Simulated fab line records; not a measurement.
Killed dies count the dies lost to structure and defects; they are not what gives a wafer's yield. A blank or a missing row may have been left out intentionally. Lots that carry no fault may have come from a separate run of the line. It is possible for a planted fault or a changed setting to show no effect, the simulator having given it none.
Comparing a struck lot with a sound one | flow nand_harc | 13 out of 1302 route steps
Sound: the wafers L520.3, L520.4, L520.6. Struck: wafer L526.6. (L526.2, L526.5 of the same lot were not struck and are left out.) The cause comes at the end.
Per side, at each step with rows, come the tool, then ch with its chambers, and then its first start. Under that, the readings that differ: sound wafers | struck wafers | difference of the means | sigmas: that difference in standard deviations of wafers without a fault.
alike: same words and numbers on both sides, and readings whose means sit less than 2 such deviations apart. not compared: any withheld reading, any reading some wafer has no value for, any bound like >300 that may hide the same value, and any number with overlapping values for which the record gives no deviation.
Wherever a step has rows on one side only, a row that says differs or no value, or a row with sigmas, the two part there. When numbers do not overlap yet have no deviation, they are printed without sigmas and do not part them. Lack of a reading on every wafer of one side parts them only where that side has two or more wafers.

first, 1 step without rows for these wafers: NHARC_A_ONON_D1_DEP_06 (target thk 1000 nm).
NHARC_A_ONON_D1_THK_MEAS_08: measures by ellipsometry.
  struck on film_metro-02, day 15 02:50; sound on film_metro-01, day 13 01:50
  alike: thk_nm
following that, 1 step holds no rows for these wafers, namely NHARC_A_ONON_D1_DEP_09 (target thickness 1000 nm).
NHARC_A_ONON_D1_THK_MEAS_11: measures by ellipsometry.
  struck on film_metro-01, day 15 03:23; sound on film_metro-02, day 13 02:24
  alike: thk_nm
following that, 1 step holds no rows for these wafers, namely NHARC_A_ONON_D1_DEP_12 (target thickness 1000 nm).
NHARC_A_ONON_D1_THK_MEAS_14: measures by ellipsometry.
  struck on film_metro-02, day 15 03:57; sound on film_metro-02, day 13 02:58
  alike: thk_nm
then, 2 steps without rows for these wafers: NHARC_A_ONON_D1_ANNEAL_15 (time 3600 s); NHARC_A_ONON_D1_DEP_16 (target thk 1000 nm).
NHARC_A_ONON_D1_THK_MEAS_18: measures by ellipsometry.
  struck on film_metro-01, day 15 13:20; sound on film_metro-01, day 13 10:48
  alike: thk_nm
following that, 1 step holds no rows for these wafers, namely NHARC_A_ONON_D1_DEP_19 (target thickness 1000 nm).
NHARC_A_ONON_D1_THK_MEAS_21: measures by ellipsometry.
  struck on film_metro-02, day 15 13:54; sound on film_metro-01, day 13 11:22
  alike: thk_nm
NHARC_A_ONON_D1_DEP_22: target thk 1000 nm.
  sound on pecvd_onon-02 ch 0, day 13 11:32; struck on pecvd_onon-01 ch 0, day 15 14:01
  alike: nh3_flow_sccm
NHARC_A_ONON_D1_THK_MEAS_24: measures by ellipsometry.
  struck on film_metro-02, day 15 14:38; sound on film_metro-01, day 13 11:56
  reading     | sound       | struck | difference | sigmas
  thk_nm (nm) | 988 987 986 | 657    | -330       | -35
  not compared: hold

## WHERE THEY PART
Only at NHARC_A_ONON_D1_THK_MEAS_24, within this record.

WHY: whatever the simulator had introduced
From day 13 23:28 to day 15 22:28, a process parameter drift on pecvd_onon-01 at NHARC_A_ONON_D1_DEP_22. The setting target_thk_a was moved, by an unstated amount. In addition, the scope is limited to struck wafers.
